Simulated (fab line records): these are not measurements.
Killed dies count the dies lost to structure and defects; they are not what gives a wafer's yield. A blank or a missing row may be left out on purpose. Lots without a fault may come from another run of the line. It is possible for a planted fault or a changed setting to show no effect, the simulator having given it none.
One fault through the eyes of 2 desks    flow nandHarc    each desk holds nothing but its own numbers, with what lay behind them at the end

## DESK OF THE TOOL OWNER: rieDiel-12
The tool's own readings at NHARC_P_M2_ETCH_28 (etches the open film in CF4/N2, target depth 30 nm, time 72.99 s): means of the sampled wafers that have a number, for each lot that ran on this tool. If a lot's mean is further than 4 standard deviations from the usual mean, the lot is out of limits and carries the mark OUT (the distance appears in the brackets).
Columns: A = drypumpMotorCurrentA at NHARC_P_M2_ETCH_28, usual 6.0 A; B = oesProductAu at NHARC_P_M2_ETCH_28, usual 1.000 a.u.; C = rfVppV at NHARC_P_M2_ETCH_28, usual 314.7 V; D = runLengthS at NHARC_P_M2_ETCH_28, usual 94.2 s; E = showerheadPlenumPTorr at NHARC_P_M2_ETCH_28, usual 2.66 Torr; F = throttleValvePct at NHARC_P_M2_ETCH_28, usual 19.795 %
lot   first seen here  A    B      C      D                E     F
L477  day 6 07:47      5.8  0.998  314.9  94.4             2.63  19.793
L478  day 6 21:03      6.1  0.992  315.3  94.1             2.68  19.796
L479  day 6 21:19      5.8  0.990  315.2  94.1             2.68  19.797
L484  day 7 21:47      5.6  1.000  314.4  94.4             2.64  19.793
L485  day 8 10:54      6.3  1.004  315.7  94.0             2.73  19.801
L492  day 10 03:18     6.1  1.013  314.7  98.0 (+9.3) OUT  2.68  19.789
L494  day 10 14:10     6.4  1.003  314.7  98.1 (+9.4) OUT  2.68  19.795
This desk's verdict: out of limits on L492, L494, starting with L492 at day 10 03:18 (runLengthS at NHARC_P_M2_ETCH_28). In limits: L477, L478, L479, L484, L485.

## AT THE METROLOGY DESK
Lot by lot, what the gauges showed, no matter which tool ran the lot: averages of those sampled wafers that carry a number. If a lot's mean is further than 4 standard deviations from the usual mean, the lot is out of limits and carries the mark OUT (the distance appears in the brackets).
Columns: A = thkNm at NHARC_P_M1_THK_MEAS_24, usual 157.5 nm; B = cdNm at NHARC_P_M2_CD_MEAS_16, usual 170.1 nm
lot   first seen here  A      B
L477  day 6 05:25      157.8  170.3
L478  day 6 18:28      158.8  170.2
L479  day 6 18:58      157.8  170.7
L482  day 7 11:14      159.2  171.0
L483  day 7 12:24      156.5  169.8
L484  day 7 19:26      158.3  169.8
L486  day 8 05:46      159.2  170.9
L485  day 8 08:32      158.7  169.9
L491  day 9 08:50      157.1  169.2
L492  day 10 00:57     157.8  170.2
L494  day 10 11:44     158.6  170.1
L497  day 11 03:22     156.7  170.4
Result from this desk: across the 12 lots, nothing is out of limits.

## TAKEN TOGETHER
The tool owner's desk could have raised an alarm at day 10 03:18, on L492, L494.
At the metrology desk, nothing out of limits was observed.
The metrology desk has L492, L494 on record, within its limits.
Every lot named ran NHARC_P_M2_ETCH_28 on rieDiel-12.

## WHAT WAS PUT IN BY THE SIMULATOR
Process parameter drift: rieDiel-12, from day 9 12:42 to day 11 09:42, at NHARC_P_M2_ETCH_28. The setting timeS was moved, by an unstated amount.
Struck lots among those shown: L492, L494.
How many hours passed from the start of the fault until each desk's first out-of-limits reading: the tool owner's desk, 15.
